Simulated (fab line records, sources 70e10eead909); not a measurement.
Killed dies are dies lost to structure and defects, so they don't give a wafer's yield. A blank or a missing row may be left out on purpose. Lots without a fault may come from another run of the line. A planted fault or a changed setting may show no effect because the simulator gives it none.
Which tool did it? | flow nand_harc | 11 lots, 30 wafers sampled, at 2 steps of a route of 1302

WHAT THE GAUGES READ, wafer by wafer
NHARC_A_BLC_CD_MEAS_19.
lot  | measured     | on        | cd_nm (nm)
L399 | day 23 18:36 | cd_sem-03 | 101.6 96.3 98.8
L398 | day 23 19:22 | cd_sem-03 | 100.9 101.3 100.2
L402 | day 24 20:10 | cd_sem-01 | 101.7 98.5 103.0
L405 | day 26 02:09 | cd_sem-01 | 101.5 98.7 102.5
L406 | day 26 06:25 | cd_sem-02 | 99.8 101.2 99.5
L408 | day 27 06:59 | cd_sem-01 | 100.4 99.5 99.5
L409 | day 27 14:59 | cd_sem-03 | 100.2 100.3 101.5
L415 | day 30 05:10 | cd_sem-01 | 104.2 101.6 102.8
L418 | day 30 11:47 | cd_sem-02 | 91.6 93.8
L417 | day 30 19:48 | cd_sem-02 | 92.9 100.5
L419 | day 31 15:41 | cd_sem-02 | 96.9 95.2

WHICH TOOL RAN EACH LOT (tool, then ch and the chambers of the sampled wafers, then the start)
lot  | NHARC_A_BLC_ETCH_17
L399 | rie_diel-12 ch 0,1,2, day 23 17:51
L398 | rie_diel-10 ch 1,2,3, day 23 18:34
L402 | rie_diel-12 ch 1,2,3, day 24 19:23
L405 | rie_diel-12 ch 0,1,3, day 26 01:05
L406 | rie_diel-12 ch 0,3, day 26 05:38
L408 | rie_diel-03 ch 1,2,3, day 27 06:12
L409 | rie_diel-12 ch 1,2,3, day 27 14:14
L415 | rie_diel-10 ch 1,2, day 30 04:25
L418 | rie_diel-12 ch 1,2, day 30 10:59
L417 | rie_diel-12 ch 0,1, day 30 19:05
L419 | rie_diel-12 ch 2,3, day 31 14:56
- NHARC_A_BLC_ETCH_17: etches the open film in N2/H2, target depth 390 nm, time 609.38 s.

THE ANSWER, worked out from the rows above alone
Rule: what is usual is taken from the lots themselves. Put in order of their means at a reading, lots are off if they are a third of the lots or fewer, leave a main group of 4 or more, and stand apart from it by a gap of 3 or more times the standard deviation of the main group's means; of several such gaps the widest counts. A main group whose means are all the same, to the digits that the tables above print for the reading, isn't used. A lot without any number at a reading at which 4 lots or more have one is off too. The other lots that the step has rows for count as sound.
No lot is off at any reading shown: from this, nothing can be told.

WHAT THE SIMULATOR HAD PUT IN
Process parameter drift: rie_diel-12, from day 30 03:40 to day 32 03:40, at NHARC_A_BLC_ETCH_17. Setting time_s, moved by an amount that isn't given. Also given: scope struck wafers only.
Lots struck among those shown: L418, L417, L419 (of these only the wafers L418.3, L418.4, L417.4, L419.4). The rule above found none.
